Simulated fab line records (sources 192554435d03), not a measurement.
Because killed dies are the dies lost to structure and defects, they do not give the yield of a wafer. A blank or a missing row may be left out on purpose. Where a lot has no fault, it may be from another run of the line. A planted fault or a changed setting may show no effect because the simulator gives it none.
Matching of chambers    flow n5 finfet    N5_FIN_SAQP_SPACER2_ALD_28 on ald sin-01 has 4 sister chambers
The step deposits SiO2, target thk 8.1 nm, pulse time 1 s, purge time 2 s. 4 wafers are shown with their chamber, then 9 later ones without.

## WAFERS, EACH WITH ITS CHAMBER
wafer   chamber  heater power w (W)
L089.1  1        479
L089.2  3        461
L091.4  0        491
L091.6  2        479

## WAFERS WITH NO CHAMBER GIVEN
wafer   heater power w (W)
L092.4  467
L092.5  476
L092.6  471
L094.2  482
L094.3  466
L094.6  470
L096.1  462
L096.3  479
L096.5  450

## EACH ONE'S CHAMBER
wafer   from the rows above                in truth
L092.4  can't be placed: 3 or 1 or 2       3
L092.5  can't be placed: 1 or 2 or 0 or 3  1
L092.6  can't be placed: 1 or 2 or 3 or 0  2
L094.2  can't be placed: 1 or 2 or 0       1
L094.3  can't be placed: 3 or 1 or 2       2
L094.6  can't be placed: 1 or 2 or 3 or 0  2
L096.1  3                                  3
L096.3  can't be placed: 1 or 2 or 0       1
L096.5  3                                  3
2 of 9 placed correctly. Not placeable from these rows: 7 (in 7, the candidates include the true chamber). Wrongly placed: 0.
How it was worked out, from the rows above alone: a wafer's distance from a chamber is the root of the sum, over the readings, of the square of ((its reading less the chamber's mean) divided by the reading's scatter). The wafer belongs to the nearest chamber; if the next one is less than 2 further off, it can't be placed. Each chamber's mean is taken over the wafers shown for it. The scatter: root of mean squared gap, hidden wafer to nearest shown wafer, with one shown wafer a chamber.
